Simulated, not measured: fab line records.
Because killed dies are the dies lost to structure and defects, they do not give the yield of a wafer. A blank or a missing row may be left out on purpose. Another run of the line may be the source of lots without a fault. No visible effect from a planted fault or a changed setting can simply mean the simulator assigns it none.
Which tool was responsible? + flow n5Finfet + 27 wafers from 9 lots sampled at 5 of the route's 1938 steps

## WHAT THE GAUGES SHOWED, per wafer
N5_BEOL_M4_RC_MEAS_101. Usual: DIBL_N 36.6 mV/V, standard deviation 1.9; DIBL_P 36.7 mV/V, standard deviation 2.2; IOFF_N 0.16 nA/um, standard deviation 0.035; IOFF_P 0.22 nA/um, standard deviation 0.038; ION_N 672 uA/um, standard deviation 14; ION_P 462 uA/um, standard deviation 8.3; SS_N 71.6 mV/dec, standard deviation 0.65; SS_P 73.5 mV/dec, standard deviation 0.72; VT_N 250 mV, standard deviation 3.5; VT_P -250 mV, standard deviation 3.1.
| lot  | measured     | on        | DIBL_N (mV/V)  | DIBL_P (mV/V)  | IOFF_N (nA/um) | IOFF_P (nA/um) | ION_N (uA/um) | ION_P (uA/um) | SS_N (mV/dec)  | SS_P (mV/dec)  | VT_N (mV)   | VT_P (mV)      | flag |
|------|--------------|-----------|----------------|----------------|----------------|----------------|---------------|---------------|----------------|----------------|-------------|----------------|------|
| L210 | day 9 11:10  | prober-01 | 39.2 37.5 33.2 | 40.5 39.0 32.6 | 0.22 0.17 0.10 | 0.34 0.29 0.18 | 686 677 646   | 483 471 455   | 71.1 71.0 69.9 | 74.5 73.9 72.5 | 243 247 255 | -239 -244 -252 |      |
| L211 | day 9 10:38  | prober-02 | 37.8 42.0 34.8 | 36.2 40.1 33.9 | 0.15 0.27 0.13 | 0.21 0.27 0.18 | 666 682 680   | 459 458 468   | 71.6 73.9 71.1 | 72.7 74.7 72.6 | 250 245 252 | -249 -249 -251 |      |
| L216 | day 10 10:27 | prober-02 | 35.9 37.2 36.9 | 36.8 37.1 37.2 | 0.17 0.17 0.16 | 0.24 0.22 0.23 | 691 664 670   | 476 455 462   | 71.0 72.0 72.5 | 73.7 74.0 74.4 | 249 251 252 | -249 -249 -249 |      |
| L221 | day 11 14:56 | prober-01 | 32.7 36.4 33.4 | 34.8 38.2 34.6 | 0.12 0.18 0.12 | 0.18 0.23 0.18 | 655 670 665   | 459 466 460   | 70.9 72.2 71.6 | 72.7 73.1 72.6 | 252 249 253 | -252 -249 -252 |      |
| L222 | day 11 17:41 | prober-01 | 39.4 37.4 37.5 | 38.3 34.6 36.3 | 0.19 0.15 0.16 | 0.29 0.22 0.26 | 660 660 674   | 458 462 468   | 72.1 71.8 72.5 | 74.2 73.2 73.5 | 249 252 251 | -245 -248 -248 |      |
| L229 | day 13 09:16 | prober-02 | 40.8 35.1 36.6 | 42.0 35.6 36.8 | 0.26 0.14 0.16 | 0.32 0.21 0.21 | 692 663 676   | 467 457 462   | 72.9 71.1 71.7 | 74.4 73.1 73.4 | 245 251 250 | -245 -249 -251 |      |
| L231 | day 14 14:19 | prober-02 | 38.1 35.2 35.7 | 37.1 34.2 34.4 | 0.19 0.14 0.14 | 0.25 0.19 0.21 | 669 680 678   | 458 466 474   | 71.4 71.2 71.6 | 73.8 72.6 73.6 | 249 251 249 | -248 -250 -248 |      |
| L232 | day 14 07:49 | prober-02 | 38.0 39.0 37.8 | 37.2 39.1 36.6 | 0.19 0.23 0.18 | 0.26 0.31 0.25 | 699 682 674   | 472 467 463   | 71.8 71.8 72.4 | 73.5 74.1 73.6 | 249 245 248 | -244 -244 -245 |      |
| L233 | day 14 16:10 | prober-01 | 37.0 36.8 38.7 | 38.4 38.0 39.6 | 0.17 0.17 0.20 | 0.22 0.24 0.26 | 674 676 694   | 467 459 470   | 71.4 72.2 72.2 | 73.3 74.1 73.6 | 251 248 249 | -250 -248 -248 |      |

## EACH LOT AND THE TOOL THAT RAN IT (in order: tool; ch and the chambers of the sampled wafers; start)
| lot  | N5_FIN_SAQP_RECESS_71            | N5_FIN_SAQP_HM_OPEN_33           | N5_FIN_CUT_COAT_02              | N5_FIN_CUT_DESCUM_13             |
|------|----------------------------------|----------------------------------|---------------------------------|----------------------------------|
| L210 | vaporEtch-02 ch 0,1, day 2 01:02 | rieDiel-05 ch 0,1,2, day 2 02:06 | lithoTrack-03 ch 0, day 2 02:41 | rieDiel-01 ch 1,2, day 2 03:36   |
| L211 | vaporEtch-02 ch 0,1, day 2 06:44 | rieDiel-05 ch 1,2,3, day 2 07:27 | lithoTrack-04 ch 0, day 2 08:02 | rieDiel-06 ch 0,3, day 2 08:33   |
| L216 | vaporEtch-02 ch 1, day 3 13:39   | rieDiel-02 ch 2,3, day 3 14:22   | lithoTrack-02 ch 0, day 3 14:56 | rieDiel-01 ch 0,1, day 3 15:20   |
| L221 | vaporEtch-01 ch 0,1, day 4 21:26 | rieDiel-02 ch 0,1,3, day 4 22:51 | lithoTrack-02 ch 0, day 4 23:26 | rieDiel-01 ch 1,2, day 4 23:56   |
| L222 | vaporEtch-01 ch 0,1, day 5 03:59 | rieDiel-04 ch 1,2,3, day 5 04:57 | lithoTrack-03 ch 0, day 5 05:32 | rieDiel-01 ch 1,3, day 5 06:08   |
| L229 | vaporEtch-02 ch 0,1, day 6 18:59 | rieDiel-02 ch 0,2,3, day 6 19:44 | lithoTrack-03 ch 0, day 6 20:19 | rieDiel-03 ch 1,3, day 6 20:50   |
| L231 | vaporEtch-02 ch 1, day 7 07:26   | rieDiel-04 ch 0,2, day 7 08:16   | lithoTrack-02 ch 0, day 7 08:50 | rieDiel-03 ch 0,1,3, day 7 09:14 |
| L232 | vaporEtch-01 ch 1, day 7 13:56   | rieDiel-05 ch 0,1,3, day 7 15:15 | lithoTrack-03 ch 0, day 7 15:49 | rieDiel-06 ch 0,1,3, day 7 16:28 |
| L233 | vaporEtch-01 ch 0,1, day 7 19:04 | rieDiel-02 ch 1,2,3, day 7 19:44 | lithoTrack-02 ch 0, day 7 20:19 | rieDiel-01 ch 0,2, day 7 21:09   |
- N5_FIN_SAQP_RECESS_71: chemistry HF/NH3, target SiO2, target depth 3 nm, afs cycles 1, sublimation time 60 s.
- N5_FIN_SAQP_HM_OPEN_33: chemistry CH3F/O2, target SiNx, target depth 49.4 nm, time 70.6 s.
- N5_FIN_CUT_COAT_02: resist thk 30 nm.
- N5_FIN_CUT_DESCUM_13: chemistry O2, time 7 s.

## WHAT THE TOOLS THEMSELVES READ (means of the sampled wafers that have a number; where no wafer has one, the mark that the record gives instead)
N5_FIN_SAQP_RECESS_71. Usual: drypumpMotorCurrentA 5.8 A, standard deviation 0.41.
| lot  | tool         | drypumpMotorCurrentA (A) | flag |
|------|--------------|--------------------------|------|
| L210 | vaporEtch-02 | 5.9                      |      |
| L211 | vaporEtch-02 | 5.8                      |      |
| L216 | vaporEtch-02 | 6.2                      |      |
| L221 | vaporEtch-01 | 6.0                      |      |
| L222 | vaporEtch-01 | 6.0                      |      |
| L229 | vaporEtch-02 | 5.9                      |      |
| L231 | vaporEtch-02 | 6.2                      |      |
| L232 | vaporEtch-01 | 6.1                      |      |
| L233 | vaporEtch-01 | 6.0                      |      |

N5_FIN_SAQP_HM_OPEN_33. Usual: drypumpMotorCurrentA 5.8 A, standard deviation 0.44; etchRfOnTimeS 70.2 s, standard deviation 1.9; oesProductAu 0.64 a.u., standard deviation 0.046; rfVppV 299 V, standard deviation 5.2; showerheadPlenumPTorr 2.00 Torr, standard deviation 0.075; throttleValvePct 16.38 %, standard deviation 0.25.
| lot  | tool       | drypumpMotorCurrentA (A) | etchRfOnTimeS (s) | oesProductAu (a.u.) | rfVppV (V) | showerheadPlenumPTorr (Torr) | throttleValvePct (%) | flag |
|------|------------|--------------------------|-------------------|---------------------|------------|------------------------------|----------------------|------|
| L210 | rieDiel-05 | 5.9                      | 71.9              | 0.63                | 302        | 2.00                         | 16.41                |      |
| L211 | rieDiel-05 | 6.0                      | 70.1              | 0.64                | 299        | 2.00                         | 16.32                |      |
| L216 | rieDiel-02 | 5.4                      | 66.8              | 0.69                | 306        | 2.03                         | 16.23                |      |
| L221 | rieDiel-02 | 5.5                      | 71.2              | 0.62                | 300        | 1.98                         | 16.35                |      |
| L222 | rieDiel-04 | 5.7                      | 70.1              | 0.63                | 297        | 2.03                         | 16.56                |      |
| L229 | rieDiel-02 | 5.7                      | 69.2              | 0.65                | 303        | 2.00                         | 16.30                |      |
| L231 | rieDiel-04 | 5.7                      | 71.2              | 0.67                | 289        | 1.93                         | 16.06                |      |
| L232 | rieDiel-05 | 6.0                      | 72.5              | 0.61                | 300        | 1.96                         | 16.59                |      |
| L233 | rieDiel-02 | 5.7                      | 70.0              | 0.64                | 302        | 2.05                         | 16.37                |      |

N5_FIN_CUT_COAT_02. Usual: chillPlateTempC 23.02 C, standard deviation 0.11; resistLineTempC 22.98 C, standard deviation 0.11; spinSpeedRpm 1500.0 rpm, standard deviation 1.
| lot  | tool          | chillPlateTempC (C) | resistLineTempC (C) | spinSpeedRpm (rpm) | flag |
|------|---------------|---------------------|---------------------|--------------------|------|
| L210 | lithoTrack-03 | 23.08               | 23.05               | 1499.6             |      |
| L211 | lithoTrack-04 | 23.07               | 22.98               | 1500.0             |      |
| L216 | lithoTrack-02 | 22.99               | 22.91               | 1499.4             |      |
| L221 | lithoTrack-02 | 22.85               | 23.16               | 1500.3             |      |
| L222 | lithoTrack-03 | 22.79               | 23.02               | 1501.1             |      |
| L229 | lithoTrack-03 | 23.06               | 22.94               | 1614.3             | OFF  |
| L231 | lithoTrack-02 | 22.95               | 22.97               | 1500.7             |      |
| L232 | lithoTrack-03 | 23.03               | 22.89               | 1614.8             | OFF  |
| L233 | lithoTrack-02 | 23.11               | 22.98               | 1499.0             |      |

N5_FIN_CUT_DESCUM_13. Usual: biasPowerW 20.01 W, standard deviation 0.062; drypumpMotorCurrentA 5.8 A, standard deviation 0.47; oesProductAu 0.79 a.u., standard deviation 0.08; rfVppV 243.4 V, standard deviation 1.3; showerheadPlenumPTorr 2.12 Torr, standard deviation 0.065; throttleValvePct 20.43 %, standard deviation 0.28.
| lot  | tool       | biasPowerW (W) | drypumpMotorCurrentA (A) | oesProductAu (a.u.) | rfVppV (V) | showerheadPlenumPTorr (Torr) | throttleValvePct (%) | flag |
|------|------------|----------------|--------------------------|---------------------|------------|------------------------------|----------------------|------|
| L210 | rieDiel-01 | 20.02          | 5.9                      | 0.81                | 244.5      | 2.16                         | 20.49                |      |
| L211 | rieDiel-06 | 20.01          | 6.2                      | 0.76                | 242.8      | 2.13                         | 20.29                |      |
| L216 | rieDiel-01 | 20.01          | 5.9                      | 0.74                | 243.2      | 2.08                         | 20.68                |      |
| L221 | rieDiel-01 | 19.98          | 5.9                      | 0.79                | 244.0      | 2.15                         | 20.52                |      |
| L222 | rieDiel-01 | 19.95          | 6.1                      | 0.85                | 242.9      | 2.04                         | 20.25                |      |
| L229 | rieDiel-03 | 19.94          | 4.9                      | 0.82                | 242.7      | 2.03                         | 20.63                |      |
| L231 | rieDiel-03 | 20.07          | 5.0                      | 0.87                | 242.2      | 2.06                         | 20.48                |      |
| L232 | rieDiel-06 | 19.94          | 5.9                      | 0.88                | 243.4      | 2.13                         | 20.24                |      |
| L233 | rieDiel-01 | 20.05          | 5.9                      | 0.76                | 244.4      | 2.18                         | 20.62                |      |

## THE ANSWER, worked out from the rows above alone
Rule: lot off if the mean of its wafers having a number is beyond 3 standard deviations from the usual mean. A lot without any number at a reading at which 4 lots or more have one is off too. The other lots that the step has rows for count as sound. After the gauges, taken in route order, come the tools' own readings; for these a lot's mean is taken, as printed above. At the first step where some lot is off, the reading lying furthest off is the one used; lots without a number count as furthest.
Off, at N5_FIN_CUT_COAT_02 on spinSpeedRpm: L229, L232.
A tool fits if, at that step or a process step before it, it ran every lot that is off, and no sound lot after the first of them. One fits: lithoTrack-03 at N5_FIN_CUT_COAT_02. A fault onset in the window from L222 (day 5 05:32, its last sound lot) to L229 (day 6 20:19, its first lot off) fits.
On the lots that are off, the tool's own readings at N5_FIN_CUT_COAT_02 differ by more than 5 times the standard deviation of the sound lots' means, which bears it out; spinSpeedRpm reads 1614.5 rpm there versus 1500.0 rpm on the sound lots.

## WHAT THE SIMULATOR HAD INSERTED
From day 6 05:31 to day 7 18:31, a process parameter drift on lithoTrack-03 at N5_FIN_CUT_COAT_02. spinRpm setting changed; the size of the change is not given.
Shown lots that were struck: L229, L232. The rule above reached the same finding.
